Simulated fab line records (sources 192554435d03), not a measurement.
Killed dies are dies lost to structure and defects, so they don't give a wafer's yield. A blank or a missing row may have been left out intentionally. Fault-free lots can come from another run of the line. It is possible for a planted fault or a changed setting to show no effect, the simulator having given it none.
Which tool is to blame? :: flow n5-finfet :: 31 wafers from 13 lots sampled at 5 of the route's 1938 steps

## WHAT EACH GAUGE READ, for each wafer
N5_BEOL_M14_INSPECT_12: inspects for defects (macro).
lot: L390
measured: day 11 10:38
on: defect-inspect-02
raw-defect-count: 1 1 1

lot: L389
measured: day 11 14:05
on: defect-inspect-01
raw-defect-count: 3 3

lot: L392
measured: day 11 19:37
on: defect-inspect-02
raw-defect-count: 0 1 4

lot: L391
measured: day 12 00:19
on: defect-inspect-01
raw-defect-count: 2 1 3

lot: L396
measured: day 13 00:38
on: defect-inspect-01
raw-defect-count: 2 1

lot: L397
measured: day 13 13:41
on: defect-inspect-01
raw-defect-count: 3 1

lot: L399
measured: day 14 06:04
on: defect-inspect-02
raw-defect-count: 1 0

lot: L400
measured: day 14 07:20
on: defect-inspect-02
raw-defect-count: 2 0

lot: L406
measured: day 15 11:23
on: defect-inspect-02
raw-defect-count: 1 2

lot: L407
measured: day 15 14:14
on: defect-inspect-01
raw-defect-count: 2 0 3

lot: L405
measured: day 15 14:53
on: defect-inspect-02
raw-defect-count: 1 2 2

lot: L408
measured: day 16 11:43
on: defect-inspect-02
raw-defect-count: 2 0

lot: L410
measured: day 17 03:04
on: defect-inspect-01
raw-defect-count: 1 4

N5_BEOL_M14_CD_MEAS_28: target cd 284.4 nm.
lot: L390
measured: day 11 11:34
on: cd-sem-03
cd-nm (nm): 286.0 287.1 284.8

lot: L389
measured: day 11 14:53
on: cd-sem-03
cd-nm (nm): 284.7 284.6

lot: L392
measured: day 11 20:25
on: cd-sem-01
cd-nm (nm): 286.2 288.0 282.1

lot: L391
measured: day 12 01:15
on: cd-sem-01
cd-nm (nm): 283.7 284.2 284.6

lot: L396
measured: day 13 01:34
on: cd-sem-02
cd-nm (nm): 285.7 283.2

lot: L397
measured: day 13 14:36
on: cd-sem-03
cd-nm (nm): 285.2 285.8

lot: L399
measured: day 14 06:52
on: cd-sem-03
cd-nm (nm): 285.7 281.9

lot: L400
measured: day 14 08:19
on: cd-sem-02
cd-nm (nm): 283.3 280.3

lot: L406
measured: day 15 12:34
on: cd-sem-03
cd-nm (nm): 283.4 281.8

lot: L407
measured: day 15 15:52
on: cd-sem-01
cd-nm (nm): 289.4 291.0 288.1

lot: L405
measured: day 15 15:54
on: cd-sem-02
cd-nm (nm): 294.7 289.2 291.7

lot: L408
measured: day 16 12:39
on: cd-sem-01
cd-nm (nm): 289.4 287.2

lot: L410
measured: day 17 04:02
on: cd-sem-03
cd-nm (nm): 285.4 287.6

## EACH LOT AND THE TOOL THAT RAN IT (in order: tool; ch and the chambers of the sampled wafers; start)
lot: L390
N5_BEOL_M13_SPUTTER_44: pvd-sputter-01, day 11 08:49
N5_BEOL_M14_DESCUM_15: rie-diel-05 ch 1,2, day 11 10:40
N5_BEOL_M14_EXPOSE_25: krf-scanner-01 ch 0, day 11 11:24

lot: L389
N5_BEOL_M13_SPUTTER_44: pvd-sputter-02, day 11 12:23
N5_BEOL_M14_DESCUM_15: rie-diel-04 ch 0,2, day 11 14:07
N5_BEOL_M14_EXPOSE_25: krf-scanner-01 ch 0, day 11 14:43

lot: L392
N5_BEOL_M13_SPUTTER_44: pvd-sputter-02, day 11 16:46
N5_BEOL_M14_DESCUM_15: rie-diel-05 ch 0,2, day 11 19:40
N5_BEOL_M14_EXPOSE_25: krf-scanner-01 ch 0, day 11 20:16

lot: L391
N5_BEOL_M13_SPUTTER_44: pvd-sputter-02, day 11 21:44
N5_BEOL_M14_DESCUM_15: rie-diel-04 ch 1,2,3, day 12 00:22
N5_BEOL_M14_EXPOSE_25: krf-scanner-02 ch 0, day 12 01:05

lot: L396
N5_BEOL_M13_SPUTTER_44: pvd-sputter-01, day 12 22:56
N5_BEOL_M14_DESCUM_15: rie-diel-04 ch 0,3, day 13 00:40
N5_BEOL_M14_EXPOSE_25: krf-scanner-02 ch 0, day 13 01:23

lot: L397
N5_BEOL_M13_SPUTTER_44: pvd-sputter-03, day 13 11:53
N5_BEOL_M14_DESCUM_15: rie-diel-03 ch 1,3, day 13 13:43
N5_BEOL_M14_EXPOSE_25: krf-scanner-01 ch 0, day 13 14:26

lot: L399
N5_BEOL_M13_SPUTTER_44: pvd-sputter-02, day 14 04:14
N5_BEOL_M14_DESCUM_15: rie-diel-03 ch 0,2, day 14 06:06
N5_BEOL_M14_EXPOSE_25: krf-scanner-01 ch 0, day 14 06:41

lot: L400
N5_BEOL_M13_SPUTTER_44: pvd-sputter-02, day 14 05:38
N5_BEOL_M14_DESCUM_15: rie-diel-04 ch 0,1, day 14 07:32
N5_BEOL_M14_EXPOSE_25: krf-scanner-01 ch 0, day 14 08:09

lot: L406
N5_BEOL_M13_SPUTTER_44: pvd-sputter-02, day 15 09:40
N5_BEOL_M14_DESCUM_15: rie-diel-03 ch 0,1, day 15 11:41
N5_BEOL_M14_EXPOSE_25: krf-scanner-02 ch 0, day 15 12:25

lot: L407
N5_BEOL_M13_SPUTTER_44: pvd-sputter-01, day 15 12:33
N5_BEOL_M14_DESCUM_15: rie-diel-04 ch 0,2, day 15 14:17
N5_BEOL_M14_EXPOSE_25: krf-scanner-02 ch 0, day 15 15:42

lot: L405
N5_BEOL_M13_SPUTTER_44: pvd-sputter-02, day 15 13:04
N5_BEOL_M14_DESCUM_15: rie-diel-03 ch 0,2,3, day 15 14:56
N5_BEOL_M14_EXPOSE_25: krf-scanner-02 ch 0, day 15 15:44

lot: L408
N5_BEOL_M13_SPUTTER_44: pvd-sputter-03, day 16 09:55
N5_BEOL_M14_DESCUM_15: rie-diel-03 ch 0,1, day 16 11:47
N5_BEOL_M14_EXPOSE_25: krf-scanner-01 ch 0, day 16 12:30

lot: L410
N5_BEOL_M13_SPUTTER_44: pvd-sputter-03, day 17 01:11
N5_BEOL_M14_DESCUM_15: rie-diel-05 ch 1,2, day 17 03:08
N5_BEOL_M14_EXPOSE_25: krf-scanner-01 ch 0, day 17 03:52
- N5_BEOL_M13_SPUTTER_44: material Ta, target thk 10 nm, time 16.13 s.
- N5_BEOL_M14_DESCUM_15: chemistry O2, time 7.9 s.
- N5_BEOL_M14_EXPOSE_25: exposes mask M14, target cd 280 nm.

## AS READ BY THE TOOLS THEMSELVES (means over the sampled wafers that have a number; for cases with no such wafer, the mark the record gives instead)
N5_BEOL_M13_SPUTTER_44.
lot: L390
tool: pvd-sputter-01
susceptor-temp-C (C): 49.95
throttle-valve-pct (%): 29.1

lot: L389
tool: pvd-sputter-02
susceptor-temp-C (C): 50.03
throttle-valve-pct (%): 29.8

lot: L392
tool: pvd-sputter-02
susceptor-temp-C (C): 50.08
throttle-valve-pct (%): 30.2

lot: L391
tool: pvd-sputter-02
susceptor-temp-C (C): 50.07
throttle-valve-pct (%): 29.6

lot: L396
tool: pvd-sputter-01
susceptor-temp-C (C): 49.98
throttle-valve-pct (%): 28.8

lot: L397
tool: pvd-sputter-03
susceptor-temp-C (C): 49.91
throttle-valve-pct (%): 30.9

lot: L399
tool: pvd-sputter-02
susceptor-temp-C (C): 50.02
throttle-valve-pct (%): 29.9

lot: L400
tool: pvd-sputter-02
susceptor-temp-C (C): 50.23
throttle-valve-pct (%): 30.2

lot: L406
tool: pvd-sputter-02
susceptor-temp-C (C): 49.91
throttle-valve-pct (%): 29.8

lot: L407
tool: pvd-sputter-01
susceptor-temp-C (C): 50.04
throttle-valve-pct (%): 28.6

lot: L405
tool: pvd-sputter-02
susceptor-temp-C (C): 49.95
throttle-valve-pct (%): 29.6

lot: L408
tool: pvd-sputter-03
susceptor-temp-C (C): 50.03
throttle-valve-pct (%): 30.5

lot: L410
tool: pvd-sputter-03
susceptor-temp-C (C): 49.92
throttle-valve-pct (%): 30.2

N5_BEOL_M14_DESCUM_15.
lot: L390
tool: rie-diel-05
bias-power-w (W): 19.98
drypump-motor-current-A (A): 5.3
oes-product-au (a.u.): 0.78
rf-vpp-V (V): 244.0
showerhead-plenum-p-Torr (Torr): 2.14
throttle-valve-pct (%): 20.74

lot: L389
tool: rie-diel-04
bias-power-w (W): 19.98
drypump-motor-current-A (A): 5.2
oes-product-au (a.u.): 0.84
rf-vpp-V (V): 242.1
showerhead-plenum-p-Torr (Torr): 2.10
throttle-valve-pct (%): 20.67

lot: L392
tool: rie-diel-05
bias-power-w (W): 19.96
drypump-motor-current-A (A): 5.5
oes-product-au (a.u.): 0.72
rf-vpp-V (V): 243.1
showerhead-plenum-p-Torr (Torr): 2.08
throttle-valve-pct (%): 20.70

lot: L391
tool: rie-diel-04
bias-power-w (W): 19.98
drypump-motor-current-A (A): 5.7
oes-product-au (a.u.): 0.88
rf-vpp-V (V): 242.8
showerhead-plenum-p-Torr (Torr): 2.08
throttle-valve-pct (%): 20.53

lot: L396
tool: rie-diel-04
bias-power-w (W): 20.02
drypump-motor-current-A (A): 5.5
oes-product-au (a.u.): 0.86
rf-vpp-V (V): 243.5
showerhead-plenum-p-Torr (Torr): 2.15
throttle-valve-pct (%): 20.43

lot: L397
tool: rie-diel-03
bias-power-w (W): 19.96
drypump-motor-current-A (A): 5.8
oes-product-au (a.u.): 0.80
rf-vpp-V (V): 243.4
showerhead-plenum-p-Torr (Torr): 2.12
throttle-valve-pct (%): 20.57

lot: L399
tool: rie-diel-03
bias-power-w (W): 20.00
drypump-motor-current-A (A): 5.6
oes-product-au (a.u.): 0.90
rf-vpp-V (V): 244.0
showerhead-plenum-p-Torr (Torr): 2.09
throttle-valve-pct (%): 20.30

lot: L400
tool: rie-diel-04
bias-power-w (W): 19.99
drypump-motor-current-A (A): 5.0
oes-product-au (a.u.): 0.80
rf-vpp-V (V): 242.4
showerhead-plenum-p-Torr (Torr): 2.06
throttle-valve-pct (%): 20.53

lot: L406
tool: rie-diel-03
bias-power-w (W): 20.00
drypump-motor-current-A (A): 6.0
oes-product-au (a.u.): 0.81
rf-vpp-V (V): 243.1
showerhead-plenum-p-Torr (Torr): 2.08
throttle-valve-pct (%): 20.48

lot: L407
tool: rie-diel-04
bias-power-w (W): 20.01
drypump-motor-current-A (A): 5.0
oes-product-au (a.u.): 0.79
rf-vpp-V (V): 242.7
showerhead-plenum-p-Torr (Torr): 2.10
throttle-valve-pct (%): 20.68

lot: L405
tool: rie-diel-03
bias-power-w (W): 20.01
drypump-motor-current-A (A): 5.5
oes-product-au (a.u.): 0.86
rf-vpp-V (V): 243.2
showerhead-plenum-p-Torr (Torr): 2.10
throttle-valve-pct (%): 20.38

lot: L408
tool: rie-diel-03
bias-power-w (W): 20.06
drypump-motor-current-A (A): 6.0
oes-product-au (a.u.): 0.80
rf-vpp-V (V): 241.4
showerhead-plenum-p-Torr (Torr): 2.08
throttle-valve-pct (%): 20.51

lot: L410
tool: rie-diel-05
bias-power-w (W): 20.00
drypump-motor-current-A (A): 5.3
oes-product-au (a.u.): 0.75
rf-vpp-V (V): 242.9
showerhead-plenum-p-Torr (Torr): 2.12
throttle-valve-pct (%): 20.80

N5_BEOL_M14_EXPOSE_25.
lot: L390
tool: krf-scanner-01
exposure-dose-mJ-cm2: 26.59
stage-vel-mm-s (mm/s): 500.56

lot: L389
tool: krf-scanner-01
exposure-dose-mJ-cm2: 26.56
stage-vel-mm-s (mm/s): 500.07

lot: L392
tool: krf-scanner-01
exposure-dose-mJ-cm2: 26.56
stage-vel-mm-s (mm/s): 500.51

lot: L391
tool: krf-scanner-02
exposure-dose-mJ-cm2: 26.60
stage-vel-mm-s (mm/s): 500.17

lot: L396
tool: krf-scanner-02
exposure-dose-mJ-cm2: 26.62
stage-vel-mm-s (mm/s): 500.17

lot: L397
tool: krf-scanner-01
exposure-dose-mJ-cm2: 26.57
stage-vel-mm-s (mm/s): 500.20

lot: L399
tool: krf-scanner-01
exposure-dose-mJ-cm2: 26.56
stage-vel-mm-s (mm/s): 499.79

lot: L400
tool: krf-scanner-01
exposure-dose-mJ-cm2: 26.54
stage-vel-mm-s (mm/s): 500.22

lot: L406
tool: krf-scanner-02
exposure-dose-mJ-cm2: 26.63
stage-vel-mm-s (mm/s): 499.63

lot: L407
tool: krf-scanner-02
exposure-dose-mJ-cm2: 27.63
stage-vel-mm-s (mm/s): 499.91

lot: L405
tool: krf-scanner-02
exposure-dose-mJ-cm2: 27.64
stage-vel-mm-s (mm/s): 500.06

lot: L408
tool: krf-scanner-01
exposure-dose-mJ-cm2: 26.59
stage-vel-mm-s (mm/s): 499.80

lot: L410
tool: krf-scanner-01
exposure-dose-mJ-cm2: 26.52
stage-vel-mm-s (mm/s): 499.88

## THE ANSWER, worked out from the rows above alone
Rule: usual is defined by the lots themselves. The widest of any qualifying gaps counts: lots, ordered by their means at a reading, are off when they make up no more than a third of the lots, leave a main group of 4 or more, and stand apart from it by 3 or more times the standard deviation of that group's means. A main group is skipped when, at the precision printed for the reading in the tables above, its means are all equal. A lot without any number at a reading at which 4 lots or more have one is off too. The other lots that the step has rows for count as sound. After the gauges, taken in route order, come the tools' own readings; for these a lot's mean is taken, as printed above. At the first step where some lot is off, the reading lying furthest off is the one used; lots without a number count as furthest.
Off at N5_BEOL_M14_EXPOSE_25 (exposure-dose-mJ-cm2): L407, L405. Main group: mean 26.58, sd 0.032.
A tool fits if, at that step or a process step before it, it ran every lot that is off, and no sound lot after the first of them. One candidate fits, namely krf-scanner-02 at N5_BEOL_M14_EXPOSE_25. Its last sound lot is L406 (day 15 12:25), its first lot that is off L407 (day 15 15:42): a fault that began between those two fits.
On the lots that are off, the tool's own readings at N5_BEOL_M14_EXPOSE_25 differ by more than 5 times the standard deviation of the sound lots' means, which bears it out; exposure-dose-mJ-cm2 reads 27.63 there versus 26.58 on the sound lots.

## WHAT HAD BEEN PUT IN BY THE SIMULATOR
Drift in process parameters on krf-scanner-02 at N5_BEOL_M14_EXPOSE_25, starting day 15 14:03. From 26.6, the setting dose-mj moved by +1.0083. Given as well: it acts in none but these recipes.
Shown lots that were struck: L407, L405. The rule above reached the same finding.
